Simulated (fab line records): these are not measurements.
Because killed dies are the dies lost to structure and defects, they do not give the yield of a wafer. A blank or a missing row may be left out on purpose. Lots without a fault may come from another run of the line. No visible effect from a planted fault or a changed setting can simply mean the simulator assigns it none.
Matching of chambers | flow n5-finfet | N5_MOL_CONTACT_COAG_CONTACT_ETCH_14 on rie-diel-01: 4 sister chambers
The step etches SiO2 in C4F6/O2, target depth 27.5 nm, overetch 8.5 nm, time 20 s. 4 wafers are shown with their chamber, then 7 later ones without.

WAFERS WITH THEIR CHAMBER
wafer  | chamber | throttle-valve-pct (%)
L076.1 | 2       | 21.29
L080.5 | 0       | 21.51
L080.6 | 3       | 21.17
L087.4 | 1       | 21.35

WAFERS MISSING THEIR CHAMBER
wafer  | throttle-valve-pct (%)
L087.6 | 21.53
L089.4 | 21.20
L089.5 | 21.53
L089.6 | 21.37
L090.3 | 21.54
L090.5 | 21.04
L090.6 | 21.37

EACH ONE'S CHAMBER
wafer  | from the rows above     | in truth
L087.6 | 0                       | 0
L089.4 | can't be placed: 3 or 2 | 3
L089.5 | 0                       | 0
L089.6 | can't be placed: 1 or 2 | 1
L090.3 | 0                       | 0
L090.5 | 3                       | 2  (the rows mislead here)
L090.6 | can't be placed: 1 or 2 | 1
3 of 7 placed correctly. Unplaceable from these rows: 3, with the true chamber sitting among the candidates in 3. 1 placed wrongly.
How it was worked out, from the rows above alone: a wafer's distance from a chamber is the root of the sum, over the readings, of the square of ((its reading less the chamber's mean) divided by the reading's scatter). The wafer belongs to the nearest chamber; if the next one is less than 2 further off, it can't be placed. A chamber's mean is the mean of its shown wafers. The scatter: root of mean squared gap, hidden wafer to nearest shown wafer, with one shown wafer a chamber.
